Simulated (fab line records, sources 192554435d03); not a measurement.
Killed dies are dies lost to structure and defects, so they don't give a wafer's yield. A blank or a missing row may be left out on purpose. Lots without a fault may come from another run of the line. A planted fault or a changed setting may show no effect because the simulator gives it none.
Chamber matching | flow n5_finfet | N5_BEOL_M6_DEP_56 on pecvd-02: 3 sister chambers
The step deposits SiCN from 3MS/NH3, target thk 10 nm, time 17.5 s. 6 wafers are shown with their chamber, then 11 later ones without.

WAFERS WITH THEIR CHAMBER
wafer  | chamber | throttle_valve_pct (%) | showerhead_plenum_p_Torr (Torr)
L090.4 | 2       | 8.5                    | 3.676
L090.5 | 0       | 9.1                    | 3.664
L093.1 | 0       | 9.2                    | 3.664
L093.2 | 1       | 9.6                    | 3.660
L093.3 | 2       | 8.3                    | 3.662
L093.4 | 1       | 9.3                    | 3.667

WAFERS WITHOUT THEIR CHAMBER
wafer  | throttle_valve_pct (%) | showerhead_plenum_p_Torr (Torr)
L093.5 | 9.2                    | 3.655
L093.6 | 8.5                    | 3.665
L094.1 | 9.6                    | 3.659
L094.2 | 9.0                    | 3.655
L094.3 | 8.3                    | 3.669
L094.4 | 8.5                    | 3.680
L094.5 | 9.6                    | 3.666
L094.6 | 9.0                    | 3.663
L096.3 | 8.9                    | 3.665
L096.4 | 9.2                    | 3.659
L096.5 | 9.5                    | 3.654

WHICH CHAMBER EACH WENT THROUGH
wafer  | from the rows above          | in truth
L093.5 | can't be placed: 0 or 1      | 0
L093.6 | 2                            | 2
L094.1 | can't be placed: 1 or 0      | 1
L094.2 | can't be placed: 0 or 1      | 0
L094.3 | 2                            | 2
L094.4 | 2                            | 2
L094.5 | can't be placed: 1 or 0      | 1
L094.6 | can't be placed: 0 or 1      | 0
L096.3 | can't be placed: 0 or 2 or 1 | 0
L096.4 | can't be placed: 0 or 1      | 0
L096.5 | can't be placed: 1 or 0      | 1
Placed correctly: 3 of 11. Can't be placed from these rows: 8 (the true chamber is among the candidates in 8). Placed wrongly: 0.
How it was worked out, from the rows above alone: a wafer's distance from a chamber is the root of the sum, over the readings, of the square of ((its reading less the chamber's mean) divided by the reading's scatter). The wafer belongs to the nearest chamber; if the next one is less than 2 further off, it can't be placed. A chamber's mean is the mean of its shown wafers. The scatter: the root of (the sum of the squares of (reading less its chamber's mean) over the shown wafers, divided by (wafers less chambers)).
